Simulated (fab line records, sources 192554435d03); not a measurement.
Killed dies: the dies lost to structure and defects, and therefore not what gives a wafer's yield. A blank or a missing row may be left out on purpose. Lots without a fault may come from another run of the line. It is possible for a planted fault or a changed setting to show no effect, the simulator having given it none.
Which tool was responsible? | flow n5 finfet | 10 lots, 30 wafers sampled, at 5 steps of a route of 1938

## WHAT THE GAUGES SHOWED, per wafer
N5_ZERO_LAYER_CD_MEAS_11: target cd 2000 nm. Usual: cd nm at 2002.8 nm, with a standard deviation of 2.7.
lot  | measured    | on        | cd nm (nm)           | flag
L399 | day 1 12:38 | cd sem-01 | 2001.8 2003.5 1998.2 |
L400 | day 1 18:40 | cd sem-01 | 2002.9 2004.7 2005.9 |
L402 | day 2 06:38 | cd sem-01 | 2003.9 1998.8 2000.6 |
L403 | day 2 12:39 | cd sem-03 | 2002.4 2000.7 2005.4 |
L408 | day 3 18:52 | cd sem-03 | 2003.5 2003.0 2002.5 |
L413 | day 5 00:47 | cd sem-01 | 2005.3 2004.5 2004.0 |
L415 | day 5 12:40 | cd sem-03 | 2001.3 1998.9 1999.8 |
L418 | day 6 06:40 | cd sem-03 | 2002.5 2002.0 2000.1 |
L420 | day 6 18:46 | cd sem-01 | 2001.7 2002.1 2001.4 |
L422 | day 7 06:46 | cd sem-02 | 1998.9 2001.4 2001.2 |

N5_ZERO_LAYER_INSPECT_20: inspects for defects (darkfield). Usual: raw defect count at 36, with a standard deviation of 15.
lot  | measured    | on                | raw defect count | flag
L399 | day 1 13:24 | defect inspect-01 | 33 43 32         |
L400 | day 1 19:20 | defect inspect-02 | 12 21 40         |
L402 | day 2 07:15 | defect inspect-01 | 32 41 46         |
L403 | day 2 13:16 | defect inspect-01 | 14 26 34         |
L408 | day 3 19:56 | defect inspect-02 | 83 49 109        |
L413 | day 5 01:25 | defect inspect-01 | 40 70 32         |
L415 | day 5 13:19 | defect inspect-02 | 40 25 38         |
L418 | day 6 07:17 | defect inspect-01 | 79 19 55         |
L420 | day 6 19:28 | defect inspect-02 | 30 44 60         |
L422 | day 7 07:23 | defect inspect-02 | 20 52 30         |

N5_BEOL_M4_RC_MEAS_101. Usual: CJ_P 5.77, standard deviation 0.25; DIBL_N 37.5 mV/V, standard deviation 2.5; DIBL_P 38 mV/V, standard deviation 3.1; IOFF_N 0.19 nA/um, standard deviation 0.059; IOFF_P 0.24 nA/um, standard deviation 0.061; IOFF_P_LONG 0.000105 nA/um, standard deviation 8.3e-06; ION_N 679 uA/um, standard deviation 16; ION_P 465 uA/um, standard deviation 9.8; SS_N 72.0 mV/dec, standard deviation 0.8; SS_P 73.7 mV/dec, standard deviation 0.86; VT_N 248 mV, standard deviation 4.5; VT_P -249 mV, standard deviation 3.5.
lot  | measured     | on        | CJ_P           | DIBL_N (mV/V)  | DIBL_P (mV/V) | IOFF_N (nA/um) | IOFF_P (nA/um) | IOFF_P_LONG (nA/um)        | ION_N (uA/um) | ION_P (uA/um) | SS_N (mV/dec)  | SS_P (mV/dec)  | VT_N (mV)   | VT_P (mV)      | flag
L399 | day 7 19:21  | prober-02 | 5.82 5.76 6.08 | 34.1 37.8 39.7 | 36 37 40      | 0.12 0.18 0.23 | 0.20 0.22 0.27 | 0.000108 0.000106 0.00011  | 659 678 679   | 459 466 459   | 70.6 72.3 72.7 | 72.8 73.5 74.2 | 254 251 248 | -249 -250 -245 |
L400 | day 8 02:04  | prober-02 | 5.59 5.16 5.58 | 37.3 37.3 37.4 | 38 40 38      | 0.18 0.19 0.18 | 0.23 0.27 0.22 | 0.000105 9.9e-05 0.000103  | 677 675 676   | 459 465 460   | 72.0 72.5 72.6 | 73.5 74.2 73.8 | 250 248 255 | -250 -248 -252 |
L402 | day 8 20:26  | prober-01 | 5.64 5.84 5.58 | 35.7 33.3 37.1 | 36 34 38      | 0.15 0.11 0.18 | 0.19 0.17 0.24 | 0.000105 0.000111 0.000103 | 673 651 669   | 458 455 461   | 71.9 70.6 71.6 | 72.4 71.8 73.8 | 253 255 248 | -250 -253 -249 |
L403 | day 8 20:35  | prober-02 | 5.50 5.51 5.65 | 37.5 41.0 37.7 | 38 43 38      | 0.19 0.31 0.18 | 0.24 0.37 0.25 | 0.000115 0.000116 0.000117 | 679 711 683   | 463 480 469   | 71.3 72.8 72.1 | 73.4 75.0 73.4 | 249 238 248 | -248 -242 -247 |
L408 | day 10 09:25 | prober-01 | 5.60 5.60 6.08 | 41.4 37.6 38.9 | 40 35 38      | 0.27 0.15 0.19 | 0.33 0.21 0.28 | 0.000112 0.000112 0.000121 | 702 671 679   | 477 458 468   | 72.5 71.6 72.4 | 74.7 73.5 73.4 | 244 255 246 | -244 -247 -244 |
L413 | day 11 19:13 | prober-02 | 7.04 7.24 7.14 | 35.8 36.5 38.3 | 35 36 38      | 0.13 0.14 0.19 | 0.21 0.21 0.26 | 0.000146 0.000156 0.000149 | 659 658 682   | 464 454 470   | 71.9 71.5 72.0 | 73.2 73.2 74.3 | 256 252 248 | -249 -251 -249 | OFF
L415 | day 11 22:50 | prober-02 | 7.20 6.64 7.30 | 36.4 36.4 37.9 | 37 37 39      | 0.15 0.15 0.19 | 0.19 0.20 0.23 | 0.000141 0.000119 0.000146 | 668 679 689   | 457 466 470   | 71.9 72.0 72.1 | 73.5 73.8 74.0 | 253 252 248 | -251 -252 -249 | OFF
L418 | day 13 00:09 | prober-02 | 5.89 5.90 5.96 | 37.6 35.7 37.4 | 37 34 36      | 0.19 0.16 0.20 | 0.24 0.21 0.24 | 0.000104 0.000106 0.000108 | 683 667 685   | 463 462 466   | 72.1 71.5 72.0 | 73.9 73.3 73.8 | 249 249 244 | -249 -250 -250 |
L420 | day 13 22:26 | prober-01 | 5.93 5.52 5.90 | 38.6 39.0 39.9 | 42 39 41      | 0.21 0.20 0.23 | 0.29 0.23 0.26 | 9.9e-05 9.1e-05 9.7e-05    | 685 676 687   | 475 455 466   | 72.0 71.8 72.2 | 74.4 74.7 74.6 | 247 247 245 | -249 -251 -249 |
L422 | day 14 05:08 | prober-02 | 5.50 6.10 5.55 | 36.5 36.5 36.0 | 37 39 37      | 0.18 0.19 0.15 | 0.22 0.27 0.20 | 0.000102 0.000112 0.000102 | 681 690 677   | 462 476 461   | 72.6 72.7 72.3 | 73.0 74.0 73.7 | 250 247 253 | -249 -247 -253 |

## TOOL THAT RAN EACH LOT (tool first, then ch and the chambers of the sampled wafers, then the start)
lot  | N5_ZERO_LAYER_PECVD_02         | N5_WELL_APT_IMPLANT_15
L399 | pecvd-02 ch 1,2, day 1 12:17   | implanter-02 ch 0, day 1 14:04
L400 | pecvd-02 ch 0,1,2, day 1 18:18 | implanter-02 ch 0, day 1 20:03
L402 | pecvd-04 ch 0,2, day 2 06:17   | implanter-02 ch 0, day 2 07:56
L403 | pecvd-03 ch 1,2, day 2 12:17   | implanter-02 ch 0, day 2 13:59
L408 | pecvd-04 ch 0,1,2, day 3 18:30 | implanter-02 ch 0, day 3 20:44
L413 | pecvd-02 ch 0,1,2, day 5 00:17 | implanter-01 ch 0, day 5 02:16
L415 | pecvd-04 ch 0,1,2, day 5 12:18 | implanter-01 ch 0, day 5 14:08
L418 | pecvd-04 ch 0,1, day 6 06:19   | implanter-02 ch 0, day 6 08:56
L420 | pecvd-03 ch 1,2, day 6 18:17   | implanter-02 ch 0, day 6 20:16
L422 | pecvd-02 ch 0,1, day 7 06:17   | implanter-02 ch 0, day 7 08:10
- N5_ZERO_LAYER_PECVD_02: deposits SiO2 from SiH4/N2O, target thk 10 nm, time 6 s.
- N5_WELL_APT_IMPLANT_15

## WHAT THE TOOLS THEMSELVES READ (means of the sampled wafers that have a number; where no wafer has one, the mark that the record gives instead)
N5_ZERO_LAYER_PECVD_02. Usual: heater power w 755 W, standard deviation 130; showerhead plenum p Torr 8.12 Torr, standard deviation 0.11.
lot  | tool     | heater power w (W) | showerhead plenum p Torr (Torr) | flag
L399 | pecvd-02 | 770                | 8.05                            |
L400 | pecvd-02 | 795                | 8.09                            |
L402 | pecvd-04 | 710                | 8.02                            |
L403 | pecvd-03 | 803                | 8.27                            |
L408 | pecvd-04 | 677                | 8.09                            |
L413 | pecvd-02 | 776                | 8.08                            |
L415 | pecvd-04 | 676                | 8.09                            |
L418 | pecvd-04 | 666                | 8.03                            |
L420 | pecvd-03 | 735                | 8.18                            |
L422 | pecvd-02 | 813                | 8.07                            |

N5_WELL_APT_IMPLANT_15. Usual: dose ions cm2 1.5001e+13, standard deviation 1.6e+10; faraday current uA 190, standard deviation 4.
lot  | tool         | dose ions cm2 | faraday current uA | flag
L399 | implanter-02 | 1.4987e+13    | 190                |
L400 | implanter-02 | 1.5006e+13    | 190                |
L402 | implanter-02 | 1.5015e+13    | 187                |
L403 | implanter-02 | 1.5015e+13    | 190                |
L408 | implanter-02 | 1.4978e+13    | 187                |
L413 | implanter-01 | 2.3152e+13    | 292                | OFF
L415 | implanter-01 | 2.3138e+13    | 301                | OFF
L418 | implanter-02 | 1.5013e+13    | 187                |
L420 | implanter-02 | 1.4996e+13    | 187                |
L422 | implanter-02 | 1.5000e+13    | 191                |

## THE ANSWER, worked out from the rows above alone
Rule: a lot is off if the mean of its wafers that have a number lies more than 3 standard deviations from the usual mean. A lot without any number at a reading at which 4 lots or more have one is off too. The other lots that the step has rows for count as sound. The gauges are gone through in route order, then the tools' own readings, and for those a lot's mean is taken as printed above. At the first step where some lot is off, the reading lying furthest off is the one used; lots without a number count as furthest.
Off: L413, L415, at N5_BEOL_M4_RC_MEAS_101 (CJ_P).
A tool fits if, at a process step before that reading, it ran every lot that is off, and no sound lot after the first of them. Not tried: the gauges at N5_BEOL_M4_RC_MEAS_101; whatever is off there is also off at N5_WELL_APT_IMPLANT_15, on other tools, and gauge error can't account for it. One candidate fits, namely implanter-01 at N5_WELL_APT_IMPLANT_15. It ran no sound lot before its first lot that is off in this sample, so the start can't be narrowed down.
The tool's own readings at N5_WELL_APT_IMPLANT_15 bear it out: on the lots that are off they differ by more than 5 times the standard deviation of the sound lots' means. dose ions cm2 reads 2.3145e+13 there against 1.5001e+13 on the sound lots; faraday current uA reads 296 there against 189 on the sound lots.

## WHAT THE SIMULATOR HAD PUT IN
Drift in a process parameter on implanter-01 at N5_WELL_APT_IMPLANT_15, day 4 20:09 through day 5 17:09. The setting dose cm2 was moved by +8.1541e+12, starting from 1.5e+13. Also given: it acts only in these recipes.
Struck lots among those shown: L413, L415. Same finding as the rule above.
